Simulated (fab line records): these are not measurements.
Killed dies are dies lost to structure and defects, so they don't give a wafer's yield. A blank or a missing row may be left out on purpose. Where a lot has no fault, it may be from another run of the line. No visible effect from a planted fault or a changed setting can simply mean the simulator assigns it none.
Matching of chambers    flow n5_finfet    4 sister chambers for N5_BEOL_M8_VIA_ETCH_34 on rie_diel-06
The step etches SiCOH lowk in C4F6/O2, target depth 125.5 nm, time 50.5 s. 4 wafers are shown with their chamber, then 8 later ones without.

== WAFERS PAIRED WITH THEIR CHAMBERS ==
wafer   chamber  drypump_motor_current_A (A)
L079.3  1        6.1
L084.4  3        5.1
L084.6  2        5.3
L085.1  0        5.3

== WAFERS WITHOUT THEIR CHAMBER ==
wafer   drypump_motor_current_A (A)
L085.4  5.2
L085.5  5.3
L094.2  5.1
L094.3  5.3
L094.6  5.3
L095.2  5.1
L095.4  5.3
L095.5  5.1

== THE CHAMBER EACH PASSED THROUGH ==
wafer   from the rows above           in truth
L085.4  can't be placed: 0 or 2 or 3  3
L085.5  can't be placed: 0 or 2       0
L094.2  3                             3
L094.3  can't be placed: 0 or 2       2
L094.6  can't be placed: 0 or 2       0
L095.2  3                             3
L095.4  can't be placed: 0 or 2       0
L095.5  3                             3
Correct placement for 3 of the 8. Not placeable from these rows: 5 (in 5, the candidates include the true chamber). Wrongly placed: 0.
How it was worked out, from the rows above alone: a wafer's distance from a chamber is the root of the sum, over the readings, of the square of ((its reading less the chamber's mean) divided by the reading's scatter). The wafer belongs to the nearest chamber; if the next one is less than 2 further off, it can't be placed. The mean given for a chamber averages the wafers shown for that chamber. The scatter: root of mean squared gap, hidden wafer to nearest shown wafer, with one shown wafer a chamber.
